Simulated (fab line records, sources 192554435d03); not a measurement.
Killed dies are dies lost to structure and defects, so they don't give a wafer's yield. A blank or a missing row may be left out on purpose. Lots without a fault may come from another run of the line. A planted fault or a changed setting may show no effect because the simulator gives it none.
Chamber matching | flow n5_finfet | N5_ZERO_LAYER_ETCH_18 on rie_si-03: 4 sister chambers
The step etches Si in HBr/Cl2, target depth 120 nm, time 40 s. 18 wafers are shown with their chamber, then 9 later ones without.

WAFERS WITH THEIR CHAMBER
wafer  | chamber | drypump_motor_current_A (A) | oes_product_au (a.u.)
L077.1 | 3       | 6.2                         | 1.023
L077.4 | 2       | 5.2                         | 1.011
L077.5 | 0       | 6.2                         | 0.995
L078.2 | 0       | 6.2                         | 1.002
L078.5 | 0       | 6.2                         | 1.003
L078.6 | 3       | 6.2                         | 1.025
L080.2 | 1       | 5.7                         | 0.990
L080.5 | 0       | 6.2                         | 1.002
L080.6 | 1       | 5.7                         | 0.996
L083.1 | 1       | 5.7                         | 1.004
L083.3 | 0       | 6.1                         | 1.014
L083.4 | 1       | 5.7                         | 0.998
L084.2 | 1       | 5.7                         | 1.011
L084.3 | 0       | 6.2                         | 1.000
L084.4 | 1       | 5.7                         | 0.991
L085.3 | 0       | 6.1                         | 1.001
L085.5 | 0       | 6.2                         | 1.001
L085.6 | 3       | 6.2                         | 1.028

SIGNATURES (means of the wafers above)
reading                 | chamber 0 | chamber 1 | chamber 2 | chamber 3 | scatter within a chamber
drypump_motor_current_A | 6.175     | 5.700     | 5.200     | 6.200     | 0.0327
oes_product_au          | 1.00225   | 0.99833   | 1.01100   | 1.02533   | 0.00617
Rule: a wafer's distance from a chamber is the root of the sum, over the readings, of the square of ((its reading less the chamber's mean) divided by the reading's scatter). The wafer belongs to the nearest chamber; if the next one is less than 2 further off, it can't be placed. The scatter: the root of (the sum of the squares of (reading less its chamber's mean) over the shown wafers, divided by (wafers less chambers)).

WAFERS WITHOUT THEIR CHAMBER
wafer  | drypump_motor_current_A (A) | oes_product_au (a.u.)
L086.4 | 6.2                         | 1.029
L086.5 | 6.2                         | 1.029
L086.6 | 6.2                         | 1.004
L091.1 | 5.7                         | 1.008
L091.5 | 5.7                         | 1.008
L091.6 | 5.2                         | 1.000
L097.3 | 5.2                         | 0.998
L097.5 | 6.2                         | 1.000
L097.6 | 5.7                         | 0.996

WHICH CHAMBER EACH WENT THROUGH
wafer  | from the rows above | in truth
L086.4 | 3                   | 3
L086.5 | 3                   | 3
L086.6 | 0                   | 0
L091.1 | 1                   | 1
L091.5 | 1                   | 1
L091.6 | 2                   | 2
L097.3 | 2                   | 2
L097.5 | 0                   | 0
L097.6 | 1                   | 1
Placed correctly: 9 of 9. Can't be placed from these rows: 0. Placed wrongly: 0.
